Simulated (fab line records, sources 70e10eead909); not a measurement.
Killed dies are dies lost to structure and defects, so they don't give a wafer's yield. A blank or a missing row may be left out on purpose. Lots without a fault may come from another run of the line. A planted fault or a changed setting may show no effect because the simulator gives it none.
Which tool did it? | flow nand_harc | 24 lots, 72 wafers sampled, at 6 steps of a route of 1302

WHAT THE GAUGES READ, wafer by wafer
NHARC_A_CONTACT_CD_MEAS_53. Usual: cd_nm 289.4 nm, standard deviation 0.95.
lot  | measured     | on        | cd_nm (nm)        | flag
L075 | day 22 00:56 | cd_sem-01 | 290.2 289.8 289.1 |
L074 | day 22 06:16 | cd_sem-03 | 289.4 289.7 290.2 |
L076 | day 22 07:59 | cd_sem-02 | 290.7 289.6 290.2 |
L078 | day 22 22:20 | cd_sem-01 | 289.9 289.5 289.7 |
L077 | day 22 22:17 | cd_sem-03 | 288.7 289.5 288.5 |
L079 | day 23 18:46 | cd_sem-03 | 287.6 289.0 288.5 |
L081 | day 24 15:19 | cd_sem-02 | 289.3 288.6 288.6 |
L080 | day 24 15:33 | cd_sem-01 | 287.9 287.5 288.1 |
L082 | day 25 03:58 | cd_sem-01 | 291.1 290.6 290.4 |
L084 | day 25 19:20 | cd_sem-02 | 288.0 287.9 289.0 |
L083 | day 25 20:38 | cd_sem-03 | 290.6 289.7 289.8 |
L085 | day 26 09:36 | cd_sem-02 | 289.1 289.6 289.6 |
L086 | day 26 10:57 | cd_sem-02 | 288.6 289.3 289.1 |
L090 | day 27 18:07 | cd_sem-03 | 291.3 291.0 290.2 |
L087 | day 27 18:09 | cd_sem-01 | 290.6 290.1 289.4 |
L088 | day 28 08:17 | cd_sem-01 | 289.0 288.8 289.1 |
L089 | day 28 10:46 | cd_sem-02 | 290.5 289.4 290.0 |
L092 | day 28 14:17 | cd_sem-03 | 289.0 288.6 289.4 |
L091 | day 28 16:44 | cd_sem-02 | 289.7 291.1 290.0 |
L094 | day 29 17:28 | cd_sem-02 | 289.2 289.0 290.7 |
L093 | day 29 18:09 | cd_sem-02 | 290.2 290.1 290.2 |
L095 | day 30 17:34 | cd_sem-01 | 291.5 290.4 290.9 |
L096 | day 31 13:43 | cd_sem-01 | 288.0 288.3 289.0 |
L097 | day 32 02:00 | cd_sem-03 | 288.2 289.2 288.3 |

WHICH TOOL RAN EACH LOT (tool, then ch and the chambers of the sampled wafers, then the start)
lot  | NHARC_A_CONTACT_ETCH_50                       | NHARC_A_CONTACT_ETCH_112             | NHARC_A_CONTACT_ETCH_113             | NHARC_A_CONTACT_ETCH_117             | NHARC_A_CONTACT_ETCH_90
L075 | rie_diel-10 ch 0,2,3, day 21 21:51 or earlier | har_cap_etch-02 ch 0,1, day 21 21:51 | har_cap_etch-02 ch 0,1, day 21 22:01 | har_cap_etch-02 ch 0,1, day 21 22:43 | rie_diel-03 ch 0,1,3, day 22 00:43
L074 | rie_diel-03 ch 0,3, day 22 03:13 or earlier   | har_cap_etch-03 ch 0,1, day 22 03:13 | har_cap_etch-03 ch 0,1, day 22 03:23 | har_cap_etch-03 ch 0,1, day 22 04:04 | rie_diel-03 ch 0,1, day 22 06:03
L076 | rie_diel-10 ch 0,1,2, day 22 04:57 or earlier | har_cap_etch-02 ch 0,1, day 22 04:57 | har_cap_etch-02 ch 0,1, day 22 05:07 | har_cap_etch-02 ch 0,1, day 22 05:48 | rie_diel-10 ch 0,1,3, day 22 07:48
L078 | rie_diel-11 ch 1,3, day 22 18:25 or earlier   | har_cap_etch-01 ch 0,1, day 22 18:25 | har_cap_etch-01 ch 0,1, day 22 18:39 | har_cap_etch-01 ch 0,1, day 22 19:34 | rie_diel-03 ch 0,2,3, day 22 22:08
L077 | rie_diel-03 ch 1,2, day 22 19:11 or earlier   | har_cap_etch-03 ch 1, day 22 19:11   | har_cap_etch-03 ch 1, day 22 19:22   | har_cap_etch-03 ch 1, day 22 20:02   | rie_diel-03 ch 0,1,2, day 22 22:02
L079 | rie_diel-03 ch 1,2,3, day 23 15:44 or earlier | har_cap_etch-01 ch 0,1, day 23 15:44 | har_cap_etch-01 ch 0,1, day 23 15:55 | har_cap_etch-01 ch 0,1, day 23 16:36 | rie_diel-03 ch 0,1,3, day 23 18:34
L081 | rie_diel-03 ch 2,3, day 24 12:14 or earlier   | har_cap_etch-02 ch 0,1, day 24 12:14 | har_cap_etch-02 ch 0,1, day 24 12:25 | har_cap_etch-02 ch 0,1, day 24 13:05 | rie_diel-03 ch 0,1,3, day 24 15:06
L080 | rie_diel-10 ch 0,3, day 24 12:27 or earlier   | har_cap_etch-01 ch 0, day 24 12:27   | har_cap_etch-01 ch 0, day 24 12:38   | har_cap_etch-01 ch 0, day 24 13:19   | rie_diel-11 ch 0,1, day 24 15:20
L082 | rie_diel-03 ch 1,2,3, day 25 00:53 or earlier | har_cap_etch-01 ch 0,1, day 25 00:53 | har_cap_etch-01 ch 0,1, day 25 01:04 | har_cap_etch-01 ch 0,1, day 25 01:45 | rie_diel-03 ch 0,2, day 25 03:46
L084 | rie_diel-03 ch 0,2,3, day 25 15:26 or earlier | har_cap_etch-02 ch 0,1, day 25 15:26 | har_cap_etch-02 ch 0,1, day 25 15:40 | har_cap_etch-02 ch 0,1, day 25 16:35 | rie_diel-03 ch 0,1, day 25 19:08
L083 | rie_diel-10 ch 0,1,3, day 25 16:47 or earlier | har_cap_etch-03 ch 0,1, day 25 16:47 | har_cap_etch-03 ch 0,1, day 25 17:00 | har_cap_etch-03 ch 0,1, day 25 17:55 | rie_diel-03 ch 0,2,3, day 25 20:25
L085 | rie_diel-11 ch 0,1,3, day 26 06:35 or earlier | har_cap_etch-01 ch 0,1, day 26 06:35 | har_cap_etch-01 ch 0,1, day 26 06:45 | har_cap_etch-01 ch 0,1, day 26 07:26 | rie_diel-03 ch 1,2, day 26 09:23
L086 | rie_diel-03 ch 0,3, day 26 07:10 or earlier   | har_cap_etch-02 ch 0,1, day 26 07:10 | har_cap_etch-02 ch 0,1, day 26 07:24 | har_cap_etch-02 ch 0,1, day 26 08:19 | rie_diel-03 ch 0,2,3, day 26 10:46
L090 | rie_diel-10 ch 0,1,2, day 27 15:02 or earlier | har_cap_etch-03 ch 0,1, day 27 15:02 | har_cap_etch-03 ch 0,1, day 27 15:12 | har_cap_etch-03 ch 0,1, day 27 15:53 | rie_diel-10 ch 0,1,3, day 27 17:51
L087 | rie_diel-11 ch 1,2,3, day 27 15:05 or earlier | har_cap_etch-01 ch 0,1, day 27 15:05 | har_cap_etch-01 ch 0,1, day 27 15:15 | har_cap_etch-01 ch 0,1, day 27 15:56 | rie_diel-10 ch 1,2,3, day 27 17:56
L088 | rie_diel-03 ch 2,3, day 28 05:15 or earlier   | har_cap_etch-01 ch 0,1, day 28 05:15 | har_cap_etch-01 ch 0,1, day 28 05:25 | har_cap_etch-01 ch 0,1, day 28 06:07 | rie_diel-03 ch 2,3, day 28 08:05
L089 | rie_diel-03 ch 0,2, day 28 07:40 or earlier   | har_cap_etch-02 ch 0,1, day 28 07:40 | har_cap_etch-02 ch 0,1, day 28 07:50 | har_cap_etch-02 ch 0,1, day 28 08:31 | rie_diel-11 ch 1,2, day 28 10:34
L092 | rie_diel-03 ch 0,2,3, day 28 11:14 or earlier | har_cap_etch-01 ch 0,1, day 28 11:14 | har_cap_etch-01 ch 0,1, day 28 11:24 | har_cap_etch-01 ch 0,1, day 28 12:05 | rie_diel-03 ch 0,1,3, day 28 14:05
L091 | rie_diel-11 ch 1,3, day 28 13:38 or earlier   | har_cap_etch-03 ch 0,1, day 28 13:38 | har_cap_etch-03 ch 0,1, day 28 13:49 | har_cap_etch-03 ch 0,1, day 28 14:29 | rie_diel-03 ch 0,2, day 28 16:31
L094 | rie_diel-03 ch 1,2,3, day 29 14:25 or earlier | har_cap_etch-01 ch 0,1, day 29 14:25 | har_cap_etch-01 ch 0,1, day 29 14:35 | har_cap_etch-01 ch 0,1, day 29 15:16 | rie_diel-11 ch 0,2,3, day 29 17:14
L093 | rie_diel-11 ch 0,1, day 29 14:49 or earlier   | har_cap_etch-03 ch 0,1, day 29 14:49 | har_cap_etch-03 ch 0,1, day 29 14:59 | har_cap_etch-03 ch 0,1, day 29 15:41 | rie_diel-10 ch 1,2,3, day 29 17:56
L095 | rie_diel-10 ch 1,3, day 30 14:30 or earlier   | har_cap_etch-01 ch 0,1, day 30 14:30 | har_cap_etch-01 ch 0,1, day 30 14:40 | har_cap_etch-01 ch 0,1, day 30 15:22 | rie_diel-03 ch 0,1,2, day 30 17:23
L096 | rie_diel-03 ch 0,1,3, day 31 10:38 or earlier | har_cap_etch-01 ch 0,1, day 31 10:38 | har_cap_etch-01 ch 0,1, day 31 10:49 | har_cap_etch-01 ch 0,1, day 31 11:29 | rie_diel-03 ch 0,1,2, day 31 13:32
L097 | rie_diel-11 ch 0,3, day 31 22:58 or earlier   | har_cap_etch-02 ch 0, day 31 22:58   | har_cap_etch-02 ch 0, day 31 23:08   | har_cap_etch-02 ch 0, day 31 23:49   | rie_diel-03 ch 0,3, day 32 01:47
- NHARC_A_CONTACT_ETCH_50: etches the open film in CF4/CHF3, target depth 121 nm, time 60.5 s.
- NHARC_A_CONTACT_ETCH_112: etches the open film in C4F8/O2/Ar, time 190 s, target depth 1850 nm.
- NHARC_A_CONTACT_ETCH_113: etches the open film in C4F8/O2/Ar, time 190 s, target depth 1850 nm.
- NHARC_A_CONTACT_ETCH_117: etches the open film in C4F8/O2/Ar, time 190 s, target depth 1850 nm.
- NHARC_A_CONTACT_ETCH_90: etches the open film in CH3F/O2, target depth 40 nm, time 85.7 s.

WHAT THE TOOLS THEMSELVES READ (means of the sampled wafers that have a number; where no wafer has one, the mark that the record gives instead)
NHARC_A_CONTACT_ETCH_50. Usual: drypump_motor_current_A 5.7 A, standard deviation 0.41; oes_product_au 0.956 a.u., standard deviation 0.025; rf_vpp_V 371.7 V, standard deviation 2.3; showerhead_plenum_p_Torr 1.61 Torr, standard deviation 0.063; throttle_valve_pct 16.803 %, standard deviation 0.0094.
lot  | tool        | drypump_motor_current_A (A) | oes_product_au (a.u.) | rf_vpp_V (V) | showerhead_plenum_p_Torr (Torr) | throttle_valve_pct (%) | flag
L075 | rie_diel-10 | 5.7                         | 0.971                 | 371.1        | 1.60                            | 16.793                 |
L074 | rie_diel-03 | 5.3                         | 0.957                 | 374.6        | 1.68                            | 16.803                 |
L076 | rie_diel-10 | 5.5                         | 0.955                 | 371.1        | 1.57                            | 16.800                 |
L078 | rie_diel-11 | 5.7                         | 0.963                 | 372.7        | 1.64                            | 16.809                 |
L077 | rie_diel-03 | 6.0                         | 0.989                 | 369.1        | 1.54                            | 16.797                 |
L079 | rie_diel-03 | 5.7                         | 0.936                 | 371.3        | 1.58                            | 16.809                 |
L081 | rie_diel-03 | 5.4                         | 0.967                 | 372.9        | 1.63                            | 16.806                 |
L080 | rie_diel-10 | 5.8                         | 0.926                 | 373.2        | 1.64                            | 16.809                 |
L082 | rie_diel-03 | 5.7                         | 0.982                 | 371.2        | 1.58                            | 16.786                 |
L084 | rie_diel-03 | 5.6                         | 0.934                 | 372.0        | 1.64                            | 16.811                 |
L083 | rie_diel-10 | 5.6                         | 0.921                 | 372.2        | 1.61                            | 16.801                 |
L085 | rie_diel-11 | 5.7                         | 0.919                 | 372.2        | 1.61                            | 16.810                 |
L086 | rie_diel-03 | 5.1                         | 0.975                 | 372.3        | 1.66                            | 16.791                 |
L090 | rie_diel-10 | 5.5                         | 0.977                 | 370.4        | 1.55                            | 16.800                 |
L087 | rie_diel-11 | 5.8                         | 0.963                 | 372.7        | 1.63                            | 16.811                 |
L088 | rie_diel-03 | 5.8                         | 0.982                 | 372.2        | 1.61                            | 16.796                 |
L089 | rie_diel-03 | 6.0                         | 0.979                 | 373.0        | 1.62                            | 16.802                 |
L092 | rie_diel-03 | 5.6                         | 0.971                 | 373.2        | 1.64                            | 16.808                 |
L091 | rie_diel-11 | 5.7                         | 0.972                 | 372.6        | 1.63                            | 16.815                 |
L094 | rie_diel-03 | 5.7                         | 0.968                 | 370.8        | 1.58                            | 16.808                 |
L093 | rie_diel-11 | 5.5                         | 0.916                 | 373.4        | 1.65                            | 16.805                 |
L095 | rie_diel-10 | 5.4                         | 0.928                 | 372.5        | 1.61                            | 16.805                 |
L096 | rie_diel-03 | 5.4                         | 0.968                 | 372.1        | 1.61                            | 16.808                 |
L097 | rie_diel-11 | 5.9                         | 0.933                 | 369.8        | 1.56                            | 16.810                 |

NHARC_A_CONTACT_ETCH_90. Usual: drypump_motor_current_A 5.6 A, standard deviation 0.43; oes_product_au 0.96 a.u., standard deviation 0.037; rf_vpp_V 245.0 V, standard deviation 1.6; showerhead_plenum_p_Torr 2.52 Torr, standard deviation 0.11; throttle_valve_pct 20.663 %, standard deviation 0.0097.
lot  | tool        | drypump_motor_current_A (A) | oes_product_au (a.u.) | rf_vpp_V (V) | showerhead_plenum_p_Torr (Torr) | throttle_valve_pct (%) | flag
L075 | rie_diel-03 | 5.4                         | 1.00                  | 244.2        | 2.53                            | 20.656                 |
L074 | rie_diel-03 | 5.5                         | 0.94                  | 245.3        | 2.56                            | 20.670                 |
L076 | rie_diel-10 | 5.6                         | 0.92                  | 245.2        | 2.52                            | 20.659                 |
L078 | rie_diel-03 | 5.5                         | 1.01                  | 245.7        | 2.58                            | 20.668                 |
L077 | rie_diel-03 | 5.9                         | 0.94                  | 244.7        | 2.50                            | 20.661                 |
L079 | rie_diel-03 | 5.4                         | 0.93                  | 244.8        | 2.53                            | 20.670                 |
L081 | rie_diel-03 | 5.4                         | 0.93                  | 245.5        | 2.53                            | 20.665                 |
L080 | rie_diel-11 | 5.6                         | 0.91                  | 245.5        | 2.57                            | 20.659                 |
L082 | rie_diel-03 | 6.0                         | 0.93                  | 245.9        | 2.54                            | 20.667                 |
L084 | rie_diel-03 | 5.7                         | 0.95                  | 244.3        | 2.45                            | 20.660                 |
L083 | rie_diel-03 | 5.6                         | 1.00                  | 245.7        | 2.57                            | 20.668                 |
L085 | rie_diel-03 | 6.0                         | 1.02                  | 243.2        | 2.40                            | 20.658                 |
L086 | rie_diel-03 | 5.6                         | 0.93                  | 245.8        | 2.57                            | 20.668                 |
L090 | rie_diel-10 | 5.6                         | 0.93                  | 245.4        | 2.51                            | 20.665                 |
L087 | rie_diel-10 | 5.6                         | 1.00                  | 245.2        | 2.50                            | 20.660                 |
L088 | rie_diel-03 | 5.4                         | 0.93                  | 245.8        | 2.54                            | 20.659                 |
L089 | rie_diel-11 | 5.7                         | 0.99                  | 246.0        | 2.60                            | 20.668                 |
L092 | rie_diel-03 | 5.4                         | 0.93                  | 246.3        | 2.52                            | 20.668                 |
L091 | rie_diel-03 | 6.0                         | 1.01                  | 246.0        | 2.54                            | 20.669                 |
L094 | rie_diel-11 | 5.9                         | 0.92                  | 245.3        | 2.51                            | 20.663                 |
L093 | rie_diel-10 | 5.6                         | 0.93                  | 244.7        | 2.49                            | 20.659                 |
L095 | rie_diel-03 | 5.9                         | 1.01                  | 244.7        | 2.49                            | 20.664                 |
L096 | rie_diel-03 | 5.9                         | 0.96                  | 244.6        | 2.49                            | 20.659                 |
L097 | rie_diel-03 | 5.3                         | 0.99                  | 246.0        | 2.62                            | 20.661                 |

THE ANSWER, worked out from the rows above alone
Rule: a lot is off if the mean of its wafers that have a number lies more than 3 standard deviations from the usual mean. A lot without any number at a reading at which 4 lots or more have one is off too. The other lots that the step has rows for count as sound. The gauges are gone through in route order, then the tools' own readings, and for those a lot's mean is taken as printed above. The first step at which some lot is off is used, and at that step the reading that is off furthest; a lot without a number counts as furthest.
No lot is off at any reading shown: from this, nothing can be told.

WHAT THE SIMULATOR HAD PUT IN
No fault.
